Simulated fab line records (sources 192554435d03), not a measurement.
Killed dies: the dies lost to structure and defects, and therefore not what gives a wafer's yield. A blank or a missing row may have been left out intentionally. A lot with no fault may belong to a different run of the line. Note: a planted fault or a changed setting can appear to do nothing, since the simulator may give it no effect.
Split-lot trial	flow n5Finfet	route with 1938 steps; 7 lots, 39 wafers read

## THE SPLIT ITSELF
At N5_HKMG_FIN_ETCH_54 (etches SiARC in CF4, target depth 45.5 nm, time 75.8 s), the setting biasW was moved away from the recipe's 36 W on 9 of the 39 wafers read, by +8.6% to +16.2%. All remaining wafers had this setting at the recipe value.

The reading comes from the split's own step.

## THE READING
rfVppV, in V, at N5_HKMG_FIN_ETCH_54 (etches SiARC in CF4, target depth 45.5 nm, time 75.8 s). Fault-free wafers of this fab line usually give 184.3 V, standard deviation 1.4 V.

wafer	tool, chamber at the split	biasW as run, W	against the recipe	rfVppV, V	against lot-mates on the recipe
L075.1	rieDiel-02, 1	36	recipe	185.3	-
L075.2	rieDiel-02, 2	36	recipe	184.2	-
L075.3	rieDiel-02, 3	36	recipe	186.1	-
L075.4	rieDiel-02, 0	36	recipe	186.8	-
L075.5	rieDiel-02, 0	36	recipe	184.9	-
L075.6	rieDiel-02, 3	36	recipe	186.0	-
L076.1	rieDiel-04, 0	36	recipe	185.3	-
L076.2	rieDiel-04, 1	39.11	+8.6%	194.3	+10.0
L076.3	rieDiel-04, 2	39.11	+8.6%	193.4	+9.1
L076.4	rieDiel-04, 3	36	recipe	184.0	-
L076.5	rieDiel-04, 2	39.11	+8.6%	193.8	+9.5
L076.6	rieDiel-04, 3	36	recipe	183.6	-
L079.1	rieDiel-04, 3	36	recipe	183.8	-
L079.2	rieDiel-04, 0	36	recipe	184.9	-
L079.3	rieDiel-04, 2	36	recipe	182.7	-
L079.4	rieDiel-04, 1	36	recipe	182.3	-
L079.5	rieDiel-04, 2	36	recipe	182.2	-
L079.6	rieDiel-04, 1	36	recipe	182.3	-
L081.1	rieDiel-02, 0	36	recipe	186.5	-
L081.2	rieDiel-02, 3	41.82	+16.2%	204.5	+18.6
L081.3	rieDiel-02, 1	36	recipe	185.1	-
L081.4	rieDiel-02, 3	41.82	+16.2%	204.2	+18.3
L081.5	rieDiel-02, 1	41.82	+16.2%	204.8	+18.9
L081.6	rieDiel-02, 0	36	recipe	186.0	-
L086.1	rieDiel-02, 2	36	recipe	184.0	-
L086.3	rieDiel-02, 3	36	recipe	185.9	-
L086.4	rieDiel-02, 1	36	recipe	186.4	-
L090.1	rieDiel-05, 0	36	recipe	184.6	-
L090.2	rieDiel-05, 1	39.39	+9.4%	191.8	+6.2
L090.3	rieDiel-05, 3	39.39	+9.4%	196.1	+10.5
L090.4	rieDiel-05, 2	36	recipe	185.5	-
L090.5	rieDiel-05, 2	36	recipe	186.7	-
L090.6	rieDiel-05, 3	39.39	+9.4%	196.8	+11.2
L092.1	rieDiel-05, 2	36	recipe	185.5	-
L092.2	rieDiel-05, 0	36	recipe	184.3	-
L092.3	rieDiel-05, 3	36	recipe	182.7	-
L092.4	rieDiel-05, 1	36	recipe	181.9	-
L092.5	rieDiel-05, 0	36	recipe	186.1	-
L092.6	rieDiel-05, 1	36	recipe	182.4	-

THE FIT
A straight line over all 39 wafers: rfVppV changes by +1.18 V for each +1% of biasW; r = +0.97; the points scatter about the line by 1.6 V.
The same after taking each lot's own level away (the mean of its wafers on the recipe; 39 wafers): +1.11 V for each +1%; r = +0.98; scatter 1.2 V.
According to that fit, moving biasW by its largest amount changes the reading by 18 V.
From 183.03 to 185.87 V: that is the span of the lots' own levels, equal to 2.0 times the standard deviation above.
Hence the lot-to-lot level has little effect on the slope; both slopes agree.
Check: for one of the wafers moved furthest among these (+16.2%), held out of the fit, the line's prediction against its lot-mates is +17.8 V. Against them it came out at +18.6 V.
Tool readings at the split's step, against how far the setting was moved: rfVppV r = +0.97.

## ADDITIONAL SPLITS CARRIED BY THESE WAFERS
Before the reading, these wafers also passed through other splits. Each is held against what the fit with the lots' levels taken away leaves over:
other split on the same wafers	wafers away from the commonest value	r with rfVppV (lot level and that fit taken away)
N5_PMOS_HMC_CHANNEL_EPI_FIN_RECESS_16 timeS	15	-0.11
N5_PMOS_HMC_CHANNEL_EPI_EPI_20 tempC	15	+0.00
N5_FIN_CUT_EXPOSE_05 doseMj	9	+0.25
N5_FIN_CUT_ETCH_21 timeS	15	-0.04
N5_DUMMY_GATE_ETCH_32 timeS	9	-0.09

## THE FILE'S OWN FIT
rfVppV changes by +1.11 V for each +1% of biasW, r = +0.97.
